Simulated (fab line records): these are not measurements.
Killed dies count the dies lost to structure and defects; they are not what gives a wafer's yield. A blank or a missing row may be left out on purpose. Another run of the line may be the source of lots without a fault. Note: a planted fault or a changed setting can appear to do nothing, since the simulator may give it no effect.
Code-filled problem report in 8D (eight disciplines) form :: flow n5_finfet :: the parts of the form that need people (team, actions taken, sign-off) are left out

## 1. THE ISSUE
At N5_MOL_CONTACT_COAG_IMPLANT_129, dose_ions_cm2 averages 9.633e+14 over 6 wafers from 2 lots, while fault-free wafers read 5.999e+14, standard deviation 6.9e+11. So: +99 or more standard deviations from the usual mean.
Seen first at day 7 08:44 on implanter-01, wafer L214.2. Wafers with a number at this step in the record: 29, from 10 lots. By rule, "out" or "out of limits" means more than 4 standard deviations away from the usual mean. Any other wafer with a number is counted as sound.

## 2. WHAT IT IS; WHAT IT IS NOT
question: which readings at this step
is: dose_ions_cm2, beam_on_s
is not: tilt_deg

question: which lots
is: L214, L215
is not: L205, L208, L209, L211, L212, L220, L224, L227

question: which wafers of those lots
is: all that have a number
is not: -

question: read on which tools
is: implanter-01
is not: implanter-02

question: when
is: from day 7 08:44
is not: up to then (14 sound wafers); but 9 sound wafers of L220, L224, L227 came after

## 3. WHAT RULES OUT EACH SUSPECT
Counting: a tool at a process step up to the reading stays a suspect if it ran every lot that is out and no sound lot after the first of them.
- ald_sin-03 at N5_GATE_CUT_ALD_22 (deposits SiNx, target thk 16 nm, pulse time 1 s, ald cycles 320): ruled out as a lasting fault. Sound lots L224 ran on it after its first lot that is out, L214 (day 7 05:12).
- rie_diel-02 at N5_MOL_CONTACT_COAG_ETCH_110 (etches Si in CF4/O2, target depth 2.5 nm, time 8 s): kept. It ran every lot that is out, first L214 (day 7 08:33), and no sound lot after that.
- implanter-01 at N5_MOL_CONTACT_COAG_IMPLANT_129: kept. Every lot that is out went through it, starting with L214 (day 7 08:44), and after that it ran no sound lot; the last sound lot it ran before then is L212 (day 6 18:03). On those wafers its own readings are out: beam_on_s, dose_ions_cm2.
After counting, rie_diel-02 at N5_MOL_CONTACT_COAG_ETCH_110 and implanter-01 at N5_MOL_CONTACT_COAG_IMPLANT_129 remain.

## 4. THE CAUSE (what the simulator had put in)
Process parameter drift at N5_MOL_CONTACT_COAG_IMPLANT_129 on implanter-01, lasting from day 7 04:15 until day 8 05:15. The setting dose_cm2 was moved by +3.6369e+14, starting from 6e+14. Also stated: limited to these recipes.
After counting, 2 suspects remain, this tool included.

## 5. THE EFFECT CHAIN, in route order
Rows list readings where the struck wafers' mean (over those with a number) sits beyond 3 standard deviations from the usual. Scope: only readings with a usual standard deviation given in the record; hours: median across lots of the time from each lot's start at the first step in this table that gives one to its start at this step; sigmas: change in usual standard deviations.
hours: 0
step: N5_MOL_CONTACT_COAG_IMPLANT_129
reading: beam_on_s
usual: 46.0 s
on struck wafers: 72.4
change: +26.4
sigmas: +19

hours: 0
step: N5_MOL_CONTACT_COAG_IMPLANT_129
reading: dose_ions_cm2
usual: 5.999e+14
on struck wafers: 9.633e+14
change: +3.634e+14
sigmas: +99 or more
Process steps it contains:
- N5_MOL_CONTACT_COAG_IMPLANT_129
Later steps that measure or inspect, where all struck wafers having a row at the step show a number for every such reading and not one has moved that far: N5_BEOL_M4_RC_MEAS_101.

## 6. WHAT WOULD HAVE CAUGHT IT SOONER
The fault began at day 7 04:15; the first out-of-limits reading in this record came at day 7 08:44, 4 hours later.
